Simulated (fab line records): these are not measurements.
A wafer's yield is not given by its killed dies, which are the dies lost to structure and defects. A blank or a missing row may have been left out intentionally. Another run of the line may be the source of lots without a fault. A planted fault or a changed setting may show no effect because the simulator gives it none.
Chamber matching	flow n5Finfet	N5_BEOL_M11_ETCH_62 on rieDiel-03: 4 sister chambers
The step etches SOC in N2/H2, target depth 110 nm, overetch 22 nm, time 165 s. 4 wafers are shown with their chamber, then 9 later ones without.

== WAFERS WITH THEIR CHAMBER ==
wafer	chamber	showerheadPlenumPTorr (Torr)
L085.4	1	2.63
L087.2	0	2.47
L090.1	3	2.62
L090.6	2	2.46

== WAFERS WITH NO CHAMBER GIVEN ==
wafer	showerheadPlenumPTorr (Torr)
L089.2	2.46
L089.3	2.46
L089.6	2.46
L092.3	2.46
L092.4	2.62
L092.6	2.46
L097.1	2.46
L097.2	2.62
L097.4	2.61

== WHICH CHAMBER EACH ONE RAN IN ==
wafer	from the rows above	in truth
L089.2	2	2
L089.3	2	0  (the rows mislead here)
L089.6	2	2
L092.3	2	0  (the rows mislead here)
L092.4	3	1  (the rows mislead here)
L092.6	2	2
L097.1	2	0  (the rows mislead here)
L097.2	3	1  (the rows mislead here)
L097.4	3	3
Correct placement for 4 of the 9. Number that these rows cannot place: 0. 5 placed wrongly.
How it was worked out, from the rows above alone: a wafer's distance from a chamber is the root of the sum, over the readings, of the square of ((its reading less the chamber's mean) divided by the reading's scatter). The wafer belongs to the nearest chamber; if the next one is less than 2 further off, it can't be placed. A chamber's mean is the mean of its shown wafers. The scatter: root of mean squared gap, hidden wafer to nearest shown wafer, with one shown wafer a chamber.
